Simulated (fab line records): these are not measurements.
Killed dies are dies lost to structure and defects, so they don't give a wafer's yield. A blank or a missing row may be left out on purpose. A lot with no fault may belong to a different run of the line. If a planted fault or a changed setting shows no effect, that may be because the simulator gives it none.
What tool caused it? :: flow nand_harc :: 36 wafers from 12 lots sampled at 3 of the route's 1302 steps

## WHAT EACH GAUGE READ, for each wafer
NHARC_P_CONTACT_CD_MEAS_12: the cd target is 90 nm.
lot: L075
measured: day 6 12:44
on: cd_sem-03
cd_nm (nm): 89.7 90.9 89.5

lot: L077
measured: day 7 03:54
on: cd_sem-01
cd_nm (nm): 89.1 89.2 89.0

lot: L079
measured: day 8 02:41
on: cd_sem-02
cd_nm (nm): 90.4 90.1 91.5

lot: L081
measured: day 8 17:48
on: cd_sem-02
cd_nm (nm): 90.2 89.2 88.8

lot: L083
measured: day 9 17:31
on: cd_sem-01
cd_nm (nm): 89.4 90.7 88.6

lot: L085
measured: day 10 12:40
on: cd_sem-03
cd_nm (nm): 88.6 89.9 90.0

lot: L087
measured: day 11 06:56
on: cd_sem-02
cd_nm (nm): 89.7 91.2 89.8

lot: L089
measured: day 12 05:52
on: cd_sem-01
cd_nm (nm): 89.7 91.1 90.7

lot: L091
measured: day 13 05:49
on: cd_sem-01
cd_nm (nm): 90.1 88.9 90.2

lot: L093
measured: day 13 23:53
on: cd_sem-01
cd_nm (nm): 89.0 90.6 90.2

lot: L095
measured: day 14 10:40
on: cd_sem-02
cd_nm (nm): 88.7 89.0 89.3

lot: L097
measured: day 15 15:27
on: cd_sem-01
cd_nm (nm): 89.3 89.9 90.4

## WHICH TOOL RAN EACH LOT (tool, then ch and the chambers of the sampled wafers, then the start)
lot: L075
NHARC_P_GATE_STRIP_113: plasma_asher-02 ch 0,1, day 6 08:43
NHARC_P_CONTACT_DEP_00: pecvd-03 ch 0,1,2, day 6 12:44 or earlier

lot: L077
NHARC_P_GATE_STRIP_113: plasma_asher-02 ch 0,1, day 6 23:52
NHARC_P_CONTACT_DEP_00: pecvd-04 ch 0,2, day 7 03:54 or earlier

lot: L079
NHARC_P_GATE_STRIP_113: plasma_asher-02 ch 0,1, day 7 22:54
NHARC_P_CONTACT_DEP_00: pecvd-03 ch 0,1, day 8 02:41 or earlier

lot: L081
NHARC_P_GATE_STRIP_113: plasma_asher-01 ch 0, day 8 13:26
NHARC_P_CONTACT_DEP_00: pecvd-03 ch 1,2, day 8 17:48 or earlier

lot: L083
NHARC_P_GATE_STRIP_113: plasma_asher-02 ch 0,1, day 9 13:31
NHARC_P_CONTACT_DEP_00: pecvd-04 ch 0,1,2, day 9 17:31 or earlier

lot: L085
NHARC_P_GATE_STRIP_113: plasma_asher-01 ch 0,1, day 10 08:30
NHARC_P_CONTACT_DEP_00: pecvd-04 ch 0,1, day 10 12:40 or earlier

lot: L087
NHARC_P_GATE_STRIP_113: plasma_asher-02 ch 0,1, day 11 02:53
NHARC_P_CONTACT_DEP_00: pecvd-03 ch 0,2, day 11 06:56 or earlier

lot: L089
NHARC_P_GATE_STRIP_113: plasma_asher-02 ch 0,1, day 12 01:34
NHARC_P_CONTACT_DEP_00: pecvd-01 ch 0,1,2, day 12 05:52 or earlier

lot: L091
NHARC_P_GATE_STRIP_113: plasma_asher-01 ch 0,1, day 13 01:56
NHARC_P_CONTACT_DEP_00: pecvd-03 ch 0,1,2, day 13 05:49 or earlier

lot: L093
NHARC_P_GATE_STRIP_113: plasma_asher-01 ch 0, day 13 19:41
NHARC_P_CONTACT_DEP_00: pecvd-04 ch 0,2, day 13 23:53 or earlier

lot: L095
NHARC_P_GATE_STRIP_113: plasma_asher-02 ch 0,1, day 14 06:31
NHARC_P_CONTACT_DEP_00: pecvd-03 ch 0,1,2, day 14 10:40 or earlier

lot: L097
NHARC_P_GATE_STRIP_113: plasma_asher-02 ch 0,1, day 15 11:26
NHARC_P_CONTACT_DEP_00: pecvd-03 ch 1,2, day 15 15:27 or earlier
- NHARC_P_GATE_STRIP_113: strips in N2/H2, time 740 s.
- NHARC_P_CONTACT_DEP_00: deposits SiO2, target thk 500 nm.

## THE ANSWER, worked out from the rows above alone
Rule: the lots themselves supply what counts as usual. Put in order of their means at a reading, lots are off if they are a third of the lots or fewer, leave a main group of 4 or more, and stand apart from it by a gap of 3 or more times the standard deviation of the main group's means; of several such gaps the widest counts. A main group whose means are all the same, to the digits that the tables above print for the reading, isn't used. Also off: a lot with no number at a reading for which 4 or more lots have one. Where the step has rows for the other lots, those lots are counted as sound.
Across all readings shown, no lot is off: no conclusion can be drawn from this.

## WHAT THE SIMULATOR HAD INSERTED
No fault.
